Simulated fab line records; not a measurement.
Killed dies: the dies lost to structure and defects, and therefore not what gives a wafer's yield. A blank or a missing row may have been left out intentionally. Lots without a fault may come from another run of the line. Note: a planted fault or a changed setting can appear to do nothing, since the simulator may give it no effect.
A lot that was struck, set against a sound lot || flow n5-finfet || 17 out of 1938 route steps
Sound: wafers L595.2, L595.4, L595.6. The struck wafers were L607.1, L607.3, L607.4. At the end, the cause is stated.
Per side, at each step with rows, come the tool, then ch with its chambers, and then its first start. Under that, the readings that differ: sound wafers || struck wafers || difference of the means || sigmas: that difference in standard deviations of wafers without a fault.
alike: words and numbers the same on both sides, and readings whose means are apart by under 2 such deviations; not compared: readings that were withheld, readings missing a value for some wafer, numbers with overlapping values and no deviation given by the record, and bounds like >300 which may hide the same value.
A row with sigmas, a row that says differs or no value, or rows on one side alone: a step with any of these is where the two part. Numbers that have no deviation but don't overlap get no sigmas and don't part them. A reading missing from all wafers of one side parts the sides only when that side holds two or more wafers.

first, 9 steps without rows for these wafers: N5_FIN_CUT_PEB_06 (peb time 60 s); N5_FIN_CUT_DEVELOP_07 (develop time 30 s); N5_FIN_CUT_DESCUM_13 (chemistry O2, time 7 s); N5_FIN_CUT_ETCH_30 (etches underlayer in N2/H2, target depth 13 nm, time 10.4 s); N5_FIN_CUT_ETCH_20 (etches SiARC in CF4, target depth 26 nm, time 43.3 s); N5_FIN_CUT_ETCH_21 (etches SOC in N2/H2, target depth 219 nm, overetch 43.8 nm, time 523.5 s); N5_FIN_CUT_STRIP_23 (strips in N2/H2); N5_FIN_CUT_STRIP_31 (strips in N2/H2); N5_FIN_CUT_STRIP_24 (strips in CF4).
N5_FIN_CUT_CUT_ETCH_26: etches SiNx in CH3F/O2, target depth 39 nm, time 55.7 s.
  sound on rie-diel-05 ch 0,1,3, day 3 03:21; struck on rie-diel-03 ch 1,2,3, day 6 03:38
  no value came back on the struck wafers for any of 7 readings (CH3F_flow_sccm (sccm), O2_flow_sccm (sccm) and others); on the sound wafers CH3F_flow_sccm (sccm) reads 29.81 30.04 30.07
{"reading": "model.SOC_of_FIN_CUT_COAT_18.thk-nm (nm)", "sound": "213.4 212.4 212.8", "struck": "231.2 231.2 231.8", "difference": "+18.5", "sigmas": ""}
  not compared: rf-hours-counter-h
then, 3 steps without rows for these wafers: N5_FIN_CUT_CUT_ETCH_27 (etches SiO2 in CHF3/O2, target depth 4 nm, overetch 2 nm, time 4.9 s); N5_FIN_CUT_PRECLEAN_35 (cleans in vHF, time 13.3 s); N5_FIN_CUT_CUT_ETCH_15 (etches Si in HBr/Cl2/O2, target depth 100 nm, bt time 10 s, time 42.4 s).
N5_FIN_CUT_CUT_ETCH_28: etches Si in HBr/Cl2/O2, target depth 6 nm, time 2.4 s.
  sound on rie-si-06 ch 0,1,2, day 3 03:36; struck on rie-si-03 ch 1,2,3, day 6 03:53
{"reading": "model.SOC_of_FIN_CUT_COAT_18.thk-nm (nm)", "sound": "169.8 169.6 169.8", "struck": "186.8 187 188.8", "difference": "+17.8", "sigmas": ""}
  alike: HBr_flow_sccm, O2_flow_sccm, drypump-motor-current-A, oes-product-au, throttle-valve-pct
  not compared: rf-hours-counter-h
then, 1 step without rows for these wafers: N5_FIN_CUT_STRIP_22 (strips in N2/H2).
N5_BEOL_M4_RC_MEAS_101:
  the record has rows for the sound wafers here (prober-02 ch 0, day 8 11:43) and none for the struck ones
-- record jumps: 10 days separate the struck wafers' starts on either side; left off in module BEOL_M4, taken up again in module PASSIVATION, whose first shown step is the route's number 1936 --
N5_PASSIVATION_PROBE_49:
  only the struck wafers here have rows in the record (prober-02, day 16 08:13); the sound ones have none

WHERE THEY PART
At N5_FIN_CUT_CUT_ETCH_26 first; at N5_PASSIVATION_PROBE_49 last (within this record only).

WHY: whatever the simulator had introduced
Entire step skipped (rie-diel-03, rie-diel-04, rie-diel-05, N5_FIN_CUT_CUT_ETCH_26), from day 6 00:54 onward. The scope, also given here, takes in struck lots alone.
